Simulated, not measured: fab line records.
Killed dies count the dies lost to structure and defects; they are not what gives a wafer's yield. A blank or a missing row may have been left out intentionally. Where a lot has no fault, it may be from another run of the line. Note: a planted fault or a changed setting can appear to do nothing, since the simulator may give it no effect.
A single fault, viewed from 2 desks || flow nandHarc || numbers are kept per desk, each desk with only its own; the story behind them comes last

THE DEFECT DESK
What the inspections along the route counted, lot by lot: means of the sampled wafers that have a number. If a lot's mean is further than 4 standard deviations from the usual mean, the lot is out of limits and carries the mark OUT (the distance appears in the brackets).
Columns: A = rawDefectCount at NHARC_A_CHANNEL_HOLE_D1_INSPECT_40, usual 70
{"lot": "L711", "first seen here": "day 8 23:38", "A": 101}
{"lot": "L710", "first seen here": "day 9 01:29", "A": 52}
{"lot": "L712", "first seen here": "day 9 11:01", "A": 42}
{"lot": "L714", "first seen here": "day 10 16:13", "A": 50}
{"lot": "L723", "first seen here": "day 14 21:53", "A": 44}
{"lot": "L724", "first seen here": "day 15 02:31", "A": 108}
{"lot": "L727", "first seen here": "day 16 02:47", "A": 128}
{"lot": "L728", "first seen here": "day 16 11:13", "A": 91}
{"lot": "L730", "first seen here": "day 17 13:02", "A": 54}
{"lot": "L731", "first seen here": "day 17 17:32", "A": 52}
{"lot": "L732", "first seen here": "day 18 13:52", "A": 54}
{"lot": "L733", "first seen here": "day 18 14:10", "A": 55}
Finding of this desk: none of the 12 lots has anything out of limits.

AT THE TOOL OWNER'S DESK: lpcvdPoly-02
The tool's own readings at NHARC_A_DECK1_JOINT_CVD_12 (deposits poly-Si, target thk 90 nm, time 1800 s): means of the sampled wafers that have a number, for each lot that ran on this tool. If a lot's mean is further than 4 standard deviations from the usual mean, the lot is out of limits and carries the mark OUT (the distance appears in the brackets).
Columns: A = spikeTcCentreC at NHARC_A_DECK1_JOINT_CVD_12, usual 620.1 C; B = spikeTcLowerC at NHARC_A_DECK1_JOINT_CVD_12, usual 620.9 C; C = spikeTcTopC at NHARC_A_DECK1_JOINT_CVD_12, usual 640.2 C; D = spikeTcUpperC at NHARC_A_DECK1_JOINT_CVD_12, usual 619.9 C; E = tubeCenterTempC at NHARC_A_DECK1_JOINT_CVD_12, usual 620 C
{"lot": "L710", "first seen here": "day 11 09:53", "A": 619.1, "B": 621.4, "C": 641.1, "D": 620.2, "E": 620}
{"lot": "L711", "first seen here": "day 11 09:53", "A": 620.3, "B": 621.1, "C": 640.5, "D": 619.0, "E": 620}
{"lot": "L712", "first seen here": "day 11 19:10", "A": 619.7, "B": 621.8, "C": 641.2, "D": 619.2, "E": 620}
{"lot": "L723", "first seen here": "day 17 06:53", "A": "634.3 (+11) OUT", "B": "638.2 (+12) OUT", "C": "655.2 (+14) OUT", "D": "635.0 (+15) OUT", "E": "635 (+99 or more) OUT"}
{"lot": "L724", "first seen here": "day 17 10:28", "A": "634.8 (+11) OUT", "B": "636.5 (+11) OUT", "C": "655.3 (+14) OUT", "D": "635.0 (+15) OUT", "E": "635 (+99 or more) OUT"}
{"lot": "L732", "first seen here": "day 21 07:10", "A": 619.9, "B": 621.2, "C": 640.6, "D": 619.0, "E": 620}
{"lot": "L733", "first seen here": "day 21 07:10", "A": 619.8, "B": 621.7, "C": 639.8, "D": 620.1, "E": 620}
This desk finds L723, L724 out of limits, L723 being first, at day 17 06:53 (spikeTcCentreC at NHARC_A_DECK1_JOINT_CVD_12). L710, L711, L712, L732, L733: within limits.

BROUGHT TOGETHER
On L723, L724, at day 17 06:53, an alarm was possible from the tool owner's desk.
The defect desk saw nothing out of limits.
The defect desk has L723, L724 on record, within its limits.
On lpcvdPoly-02, each named lot ran NHARC_A_DECK1_JOINT_CVD_12.

WHAT THE SIMULATOR HAD PUT IN
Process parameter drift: lpcvdPoly-02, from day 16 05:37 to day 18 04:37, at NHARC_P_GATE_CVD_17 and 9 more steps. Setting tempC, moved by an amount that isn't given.
Struck lots among those shown: L723, L724.
Hours from the fault's start to each desk's first reading out of limits: the tool owner's desk, 25.
